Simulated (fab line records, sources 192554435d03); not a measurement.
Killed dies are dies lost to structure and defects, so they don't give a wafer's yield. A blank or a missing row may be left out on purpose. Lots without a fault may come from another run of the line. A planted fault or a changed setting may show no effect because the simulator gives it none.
Chamber matching | flow n5_finfet | N5_BEOL_M10_ILD_DEP_00 on pecvd-04: 3 sister chambers
The step deposits SiCOH lowk from DEMS/porogen, target thk 308.51 nm, time 58 s. 6 wafers are shown with their chamber, then 7 later ones without.

WAFERS WITH THEIR CHAMBER
wafer  | chamber | heater_power_w (W) | throttle_valve_pct (%)
L076.4 | 2       | 301                | 13.7
L082.6 | 2       | 321                | 13.8
L090.4 | 0       | 256                | 13.5
L090.6 | 1       | 283                | 13.4
L091.2 | 1       | 307                | 13.7
L091.3 | 0       | 269                | 13.4

WAFERS WITHOUT THEIR CHAMBER
wafer  | heater_power_w (W) | throttle_valve_pct (%)
L091.6 | 283                | 13.4
L089.3 | 337                | 14.2
L089.5 | 328                | 13.6
L089.6 | 336                | 13.9
L092.2 | 225                | 13.9
L092.3 | 325                | 13.8
L092.4 | 258                | 13.7

WHICH CHAMBER EACH WENT THROUGH
wafer  | from the rows above          | in truth
L091.6 | can't be placed: 1 or 0 or 2 | 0
L089.3 | can't be placed: 2 or 1      | 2
L089.5 | can't be placed: 2 or 1      | 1
L089.6 | can't be placed: 2 or 1      | 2
L092.2 | can't be placed: 0 or 1      | 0
L092.3 | can't be placed: 2 or 1      | 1
L092.4 | can't be placed: 0 or 1 or 2 | 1
Placed correctly: 0 of 7. Can't be placed from these rows: 7 (the true chamber is among the candidates in 7). Placed wrongly: 0.
How it was worked out, from the rows above alone: a wafer's distance from a chamber is the root of the sum, over the readings, of the square of ((its reading less the chamber's mean) divided by the reading's scatter). The wafer belongs to the nearest chamber; if the next one is less than 2 further off, it can't be placed. A chamber's mean is the mean of its shown wafers. The scatter: the root of (the sum of the squares of (reading less its chamber's mean) over the shown wafers, divided by (wafers less chambers)).
